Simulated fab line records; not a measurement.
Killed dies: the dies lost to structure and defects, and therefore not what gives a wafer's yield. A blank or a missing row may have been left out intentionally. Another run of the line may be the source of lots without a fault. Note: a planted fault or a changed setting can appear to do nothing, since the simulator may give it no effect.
A lot that was struck, set against a sound lot :: flow nandHarc :: 36 out of 1302 route steps
Sound: wafers L809.2, L809.3, L809.6. Struck: wafer L803.3 (L803.1, L803.6, from the same lot, were not struck and are left out); the cause is given at the end.
For every step that has rows: the tool of each side, followed by ch and its chambers, followed by its first start. Under that, the readings that differ: sound wafers :: struck wafers :: difference of the means :: sigmas: that difference in standard deviations of wafers without a fault.
alike: same words and numbers on both sides, and readings whose means sit less than 2 such deviations apart. not compared: any withheld reading, any reading some wafer has no value for, any bound like >300 that may hide the same value, and any number with overlapping values for which the record gives no deviation.
A row with sigmas, a row that says differs or no value, or rows on one side alone: a step with any of these is where the two part. Non-overlapping numbers with no deviation appear without sigmas and do not part them. A reading missing from all wafers of one side parts the sides only when that side holds two or more wafers.

first, 10 steps without rows for these wafers: NHARC_A_CHANNEL_HOLE_D2_DEP_00 (deposits aC, target thk 3100 nm); NHARC_A_CHANNEL_HOLE_D2_DEP_01 (deposits SiON, target thk 140 nm); NHARC_A_CHANNEL_HOLE_D2_DEHYDRATE_02 (time 120 s); NHARC_A_CHANNEL_HOLE_D2_HMDS_03 (time 30 s); NHARC_A_CHANNEL_HOLE_D2_COAT_36 (time 75 s); NHARC_A_CHANNEL_HOLE_D2_COAT_37 (time 65 s); NHARC_A_CHANNEL_HOLE_D2_COAT_04 (resist thk 90 nm); NHARC_A_CHANNEL_HOLE_D2_SOFTBAKE_05 (time 55 s); NHARC_A_CHANNEL_HOLE_D2_EBR_06; NHARC_A_CHANNEL_HOLE_D2_EXPOSE_07 (exposes mask HOLE D2, target cd 100 nm).
NHARC_A_CHANNEL_HOLE_D2_PEB_08: peb time 65 s.
  sound on lithoTrack-01 ch 0, day 22 08:16; struck on lithoTrack-04 ch 0, day 18 23:08
  alike: chillPlateTempC, heaterPowerTotalW
then, 1 step without rows for these wafers: NHARC_A_CHANNEL_HOLE_D2_DEVELOP_09 (develop time 35 s).
NHARC_A_CHANNEL_HOLE_D2_CD_MEAS_10: target cd 100 nm.
  sound on cdSem-01 ch 0, day 22 08:21; struck on cdSem-03 ch 0, day 18 23:13
reading: cdNm (nm)
sound: 100.3 99.2 101.2
struck: 105.0
difference: +4.8
sigmas: +7
NHARC_A_CHANNEL_HOLE_D2_DESCUM_15: chemistry O2, time 3 s.
  sound on rieDiel-12 ch 0,3, day 22 08:32; struck on rieDiel-04 ch 1, day 18 23:25
reading: model.A_CHANNEL_HOLE_D2.cdNm (nm)
sound: 101.1 100.2 102
struck: 104.7
difference: +3.6
sigmas: 
  alike: drypumpMotorCurrentA, oesProductAu, rfVppV, showerheadPlenumPTorr, throttleValvePct
  not compared: rfHoursCounterH
then, 16 steps without rows for these wafers: NHARC_A_CHANNEL_HOLE_D2_ETCH_38 (etches the open film in CF4, target depth 39 nm, time 65 s); NHARC_A_CHANNEL_HOLE_D2_ETCH_39 (etches the open film in N2/H2, target depth 260 nm, time 325 s); NHARC_A_CHANNEL_HOLE_D2_ETCH_34 (etches the open film in CF4/CHF3, target depth 154 nm, time 77 s); NHARC_A_CHANNEL_HOLE_D2_ETCH_16 (etches the open film in O2/COS, target depth 3100 nm, time 806 s); NHARC_A_CHANNEL_HOLE_D2_ETCH_19 (etches the open film in C4F8/O2/Ar, time 34.5 s); NHARC_A_CHANNEL_HOLE_D2_ETCH_20 (etches the open film in C4F8/O2/Ar, time 361.9 s, target depth 1600 nm); NHARC_A_CHANNEL_HOLE_D2_ETCH_21 (etches the open film in C4F8/O2/Ar, time 514.3 s, target depth 1600 nm); NHARC_A_CHANNEL_HOLE_D2_ETCH_22 (etches the open film in C4F8/O2/Ar, time 666.7 s, target depth 1600 nm); NHARC_A_CHANNEL_HOLE_D2_ETCH_23 (etches the open film in C4F8/O2/Ar, time 819 s, target depth 1600 nm); NHARC_A_CHANNEL_HOLE_D2_ETCH_24 (etches the open film in C4F8/O2/Ar, time 906.2 s, target depth 1500 nm); NHARC_A_CHANNEL_HOLE_D2_ETCH_25 (etches the open film in C4F8/O2/Ar, time 1040.2 s, target depth 1500 nm); NHARC_A_CHANNEL_HOLE_D2_ETCH_26 (etches the open film in C4F8/O2/Ar, time 224.1 s, target depth 300 nm); NHARC_A_CHANNEL_HOLE_D2_ETCH_27 (etches the open film in C4F8/O2/Ar, time 90 s, target depth 400 nm); NHARC_A_CHANNEL_HOLE_D2_STRIP_41 (strips in N2/H2); NHARC_A_CHANNEL_HOLE_D2_STRIP_42 (strips in CF4/CHF3); NHARC_A_CHANNEL_HOLE_D2_STRIP_43 (strips in O2/COS).
NHARC_A_CHANNEL_HOLE_D2_ETCH_44: etches the open film in CF4/O2, target depth 140 nm, overetch 14 nm, time 77 s.
  sound on rieDiel-11 ch 0,1, day 22 14:38; struck on rieDiel-12 ch 2, day 19 05:21
reading: model.A_CHANNEL_HOLE_D2.cdNm (nm)
sound: 90.6 89.86 91.75
struck: 97.34
difference: +6.60
sigmas: 
  alike: cf4FlowSccm, drypumpMotorCurrentA, oesProductAu, rfVppV, showerheadPlenumPTorr, throttleValvePct
  not compared: rfHoursCounterH
then, 3 steps without rows for these wafers: NHARC_A_CHANNEL_HOLE_D2_STRIP_28 (strips in O2); NHARC_A_CHANNEL_HOLE_D2_PRECLEAN_29 (cleans in SC1); NHARC_A_CHANNEL_HOLE_D2_SRD_30.
NHARC_A_CHANNEL_HOLE_D2_CD_MEAS_31:
  struck on cdSem-03, day 19 06:08; sound on cdSem-02, day 22 15:26
reading: cdNm (nm)
sound: 90.1 89.5 90.6
struck: 96.6
difference: +6.5
sigmas: +4
NHARC_A_CHANNEL_HOLE_D2_XSEM_32:
  sound on xsem-02 ch 0, day 22 15:32; struck on xsem-02 ch 0, day 19 06:13
reading: botCdNm (nm)
sound: 73.5 73.4 74.2
struck: 80.6
difference: +6.9
sigmas: +4
  alike: bowNm, tiltDeg

## WHERE THEY PART
Earliest at NHARC_A_CHANNEL_HOLE_D2_CD_MEAS_10; latest, in this record, at NHARC_A_CHANNEL_HOLE_D2_XSEM_32.

WHY: what the simulator had put in
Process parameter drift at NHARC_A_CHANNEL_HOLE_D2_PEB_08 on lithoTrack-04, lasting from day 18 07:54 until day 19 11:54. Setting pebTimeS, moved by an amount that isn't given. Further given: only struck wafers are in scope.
